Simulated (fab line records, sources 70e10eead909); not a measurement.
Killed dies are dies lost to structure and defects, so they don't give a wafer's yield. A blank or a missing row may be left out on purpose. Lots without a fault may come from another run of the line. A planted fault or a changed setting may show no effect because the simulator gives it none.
Problem report in the 8D (eight disciplines) form, filled by code | flow nand_harc | the parts of the form that need people (team, actions taken, sign-off) are left out

1. THE PROBLEM
killed_at_array at NHARC_END_SORT_01 reads a mean of 671 on 6 wafers of 2 lots; wafers without a fault read 58 with a standard deviation of 20. That is +31 standard deviations from the usual mean.
First seen on wafer L780.1, day 27 23:50, on prober-02. The record holds 6 wafers of 2 lots with a number at this step. Rule for "out", or "out of limits": more than 4 standard deviations from the usual mean. The other wafers with a number count as sound.

2. WHAT IT IS AND WHAT IT IS NOT
question                    | is                           | is not
which readings at this step | killed_at_array, killed_dies | killed_at_other, killed_at_periphery, killed_open, killed_short
which lots                  | L780, L781                   | -
which wafers of those lots  | all that have a number       | -
read on which gauges        | prober-01, prober-02         | -
when                        | from day 27 23:50            | up to then (0 sound wafers)

3. SUSPECTS, AND WHAT RULES EACH OUT
Counting: a tool at a process step up to the reading stays a suspect if it ran every lot that is out and no sound lot after the first of them.
- the gauge at NHARC_END_SORT_01: ruled out. The wafers that are out were read on 2 gauges (prober-01, prober-02).
- pecvd-03 at NHARC_A_CHANNEL_HOLE_D1_DEP_01 (deposits SiON, target thk 140 nm): kept. It ran every lot that is out, first L780 (day 12 07:47), and no sound lot after that.
Left after counting: pecvd-03 at NHARC_A_CHANNEL_HOLE_D1_DEP_01.

4. THE CAUSE (what the simulator had put in)
Process parameter drift: pecvd-03, from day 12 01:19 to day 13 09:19, at NHARC_A_CHANNEL_HOLE_D1_DEP_01. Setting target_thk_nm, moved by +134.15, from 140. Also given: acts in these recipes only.
Counting left only this tool.

5. THE CHAIN OF EFFECTS, in route order
Each row: a reading whose mean over the struck wafers that have a number lies more than 3 standard deviations from the usual. Only readings for which the record gives a usual standard deviation are gone through. hours: the time from each lot's start at the first step in this table that gives one to its start at this step, as a median over the lots. sigmas: the change in usual standard deviations.
hours | step              | reading         | usual | on struck wafers | change | sigmas
0     | NHARC_END_SORT_01 | killed_at_array | 58    | 671              | +613   | +31
0     | NHARC_END_SORT_01 | killed_dies     | 63    | 677              | +614   | +31

6. WHAT WOULD HAVE CAUGHT IT SOONER
In this record the first reading out of limits at a measuring or inspecting step was taken at day 27 23:50, 383 hours after the fault began at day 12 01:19.
Of the tool readings at NHARC_A_CHANNEL_HOLE_D1_DEP_01 for which the record gives a usual standard deviation, none was out on any struck wafer, so an alarm limit of 4 standard deviations on them would not have fired.
All the lots that are out (2) had begun NHARC_A_CHANNEL_HOLE_D1_DEP_01 on pecvd-03 by day 27 23:50. A hold on the tool at that time would have spared none of them.
